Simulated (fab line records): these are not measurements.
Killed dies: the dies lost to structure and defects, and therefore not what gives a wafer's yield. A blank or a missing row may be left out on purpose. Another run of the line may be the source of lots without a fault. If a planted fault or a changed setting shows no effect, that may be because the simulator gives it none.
Chamber matching -- flow n5-finfet -- 4 sister chambers for N5_SD_EPI_N_ETCH_45 on rie-diel-03
The step etches SiOCN in CH3F/O2, target depth 6 nm. 4 wafers are shown with their chamber, then 7 later ones without.

EACH WAFER AND ITS CHAMBER
wafer,chamber,drypump-motor-current-A (A)
L076.6,2,5.2
L082.5,0,5.0
L084.2,1,5.8
L084.4,3,4.8

WAFERS WHOSE CHAMBER IS MISSING
wafer,drypump-motor-current-A (A)
L084.6,4.8
L095.1,4.9
L095.5,4.8
L095.6,5.0
L097.1,5.0
L097.3,5.2
L097.5,5.0

THE CHAMBER EACH PASSED THROUGH
wafer,from the rows above,in truth
L084.6,3,3
L095.1,can't be placed: 0 or 3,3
L095.5,3,3
L095.6,0,0
L097.1,0,0
L097.3,2,2
L097.5,0,0
Correct placement for 6 of the 7. Can't be placed from these rows: 1 (the true chamber is among the candidates in 1). Number placed wrongly: 0.
How it was worked out, from the rows above alone: a wafer's distance from a chamber is the root of the sum, over the readings, of the square of ((its reading less the chamber's mean) divided by the reading's scatter). The wafer belongs to the nearest chamber; if the next one is less than 2 further off, it can't be placed. For every chamber, the mean is computed from those of its wafers that are shown. The scatter: with one shown wafer a chamber, the root of the mean of the squares of how far each hidden wafer lies from its nearest shown one.
